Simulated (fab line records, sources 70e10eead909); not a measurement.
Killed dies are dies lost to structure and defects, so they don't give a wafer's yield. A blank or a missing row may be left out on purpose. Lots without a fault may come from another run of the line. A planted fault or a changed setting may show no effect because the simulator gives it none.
A struck lot beside a sound one | flow nand_harc | 18 steps out of a route of 1159
Sound: wafers L951.2, L951.4, L951.5. Struck: wafers L952.1, L952.3, L952.5. The cause comes at the end.
At each step with rows: each side's tool, then ch and its chambers, then its first start. Under that, the readings that differ: sound wafers | struck wafers | difference of the means | sigmas: that difference in standard deviations of wafers without a fault.
alike: readings whose means differ by less than 2 such deviations, and words and numbers that are the same on both sides. not compared: withheld readings, readings that some wafer has no value for, bounds like >300 that may hide the same value, and numbers for which the record gives no deviation and whose values overlap.
The two part at a step that has a row with sigmas, a row that says differs or no value, or rows on one side only. Numbers that don't overlap but have no deviation are shown without sigmas and don't part them. A reading that every wafer of one side lacks parts them only if that side has two wafers or more.

NHARC_P_ZERO_WELL_CD_MEAS_11: target cd 500 nm.
  sound on cd_sem-02 ch 0, day 2 07:07; struck on cd_sem-01 ch 0, day 2 13:08
  alike: cd_nm
then, 1 step without rows for these wafers: NHARC_P_ZERO_WELL_HARDBAKE_12 (time 65 s).
NHARC_P_ZERO_WELL_DESCUM_13: chemistry O2, time 3 s.
  sound on rie_diel-03 ch 0,2, day 2 07:16; struck on rie_diel-01 ch 0,1, day 2 13:19
  alike: drypump_motor_current_A, oes_product_au, rf_vpp_V, showerhead_plenum_p_Torr, throttle_valve_pct
  not compared: rf_hours_counter_h
NHARC_P_ZERO_WELL_ETCH_65: etches the open film in N2/H2, target depth 80 nm, overetch 24 nm, time 87.88 s.
  sound on rie_diel-03 ch 0,2, day 2 07:25; struck on rie_diel-01 ch 1,2, day 2 13:24
  reading                         | sound             | struck            | difference | sigmas
  rf_vpp_V (V)                    | 427.3 428.3 426.8 | 430.0 435.0 433.2 | +5.3       | +2
  showerhead_plenum_p_Torr (Torr) | 1.90 1.97 1.90    | 2.02 2.18 2.18    | +0.20      | +2
  alike: drypump_motor_current_A, oes_product_au, throttle_valve_pct
  not compared: rf_hours_counter_h
NHARC_P_ZERO_WELL_ETCH_62: etches the open film in CHF3/Ar, target depth 13 nm, time 6.5 s.
  sound on rie_diel-03 ch 0; struck on rie_diel-01 ch 0,1,3
  alike: drypump_motor_current_A, oes_product_au, rf_vpp_V, showerhead_plenum_p_Torr, throttle_valve_pct
  not compared: rf_hours_counter_h
NHARC_P_ZERO_WELL_ETCH_63: etches the open film in HBr/Cl2, target depth 120 nm, time 40.1 s.
  sound on rie_si-02 ch 0,2,3, day 2 07:40; struck on rie_si-03 ch 0,2,3, day 2 13:35
  alike: drypump_motor_current_A, oes_product_au, throttle_valve_pct
  not compared: rf_hours_counter_h
then, 6 steps without rows for these wafers: NHARC_P_ZERO_WELL_STRIP_15 (strips in SPM, time 900 s); NHARC_P_ZERO_WELL_DEHYDRATE_16 (time 120 s); NHARC_P_ZERO_WELL_HMDS_17 (time 30 s); NHARC_P_ZERO_WELL_COAT_18; NHARC_P_ZERO_WELL_SOFTBAKE_19 (time 95 s); NHARC_P_ZERO_WELL_EBR_20.
NHARC_P_ZERO_WELL_EXPOSE_21: exposes mask P NWELL, target cd 720 nm.
  sound on krf_scanner-03 ch 0, day 2 08:19; struck on krf_scanner-04 ch 0, day 2 14:20
  reading | sound                         | struck                        | difference | sigmas
  mask    | P_NWELL#0 P_NWELL#0 P_NWELL#0 | P_PWELL#0 P_PWELL#0 P_PWELL#0 | differs    |
  alike: stage_vel_mm_s
then, 2 steps without rows for these wafers: NHARC_P_ZERO_WELL_PEB_22 (peb time 85 s); NHARC_P_ZERO_WELL_DEVELOP_23 (time 70 s).
NHARC_P_ZERO_WELL_CD_MEAS_24: target cd 720 nm.
  sound on cd_sem-03 ch 0, day 2 08:28; struck on cd_sem-02 ch 0, day 2 14:30
  reading    | sound             | struck | difference                    | sigmas
  cd_nm (nm) | 719.2 720.0 720.1 | - - -  | no value on the struck wafers |
then, 1 step without rows for these wafers: NHARC_P_ZERO_WELL_HARDBAKE_25 (time 80 s).
-- the record jumps here: 18 days lie between the struck wafers' starts before and after (it left off in module P_ZERO_WELL and takes up again in module END, whose first step shown is number 1159 of the route) --
NHARC_END_SORT_01:
  the record has rows for the struck wafers here (prober-01 ch 0, day 20 15:22) and none for the sound ones

WHERE THEY PART
First at NHARC_P_ZERO_WELL_ETCH_65; last, within this record, at NHARC_END_SORT_01.

WHY: what the simulator had put in
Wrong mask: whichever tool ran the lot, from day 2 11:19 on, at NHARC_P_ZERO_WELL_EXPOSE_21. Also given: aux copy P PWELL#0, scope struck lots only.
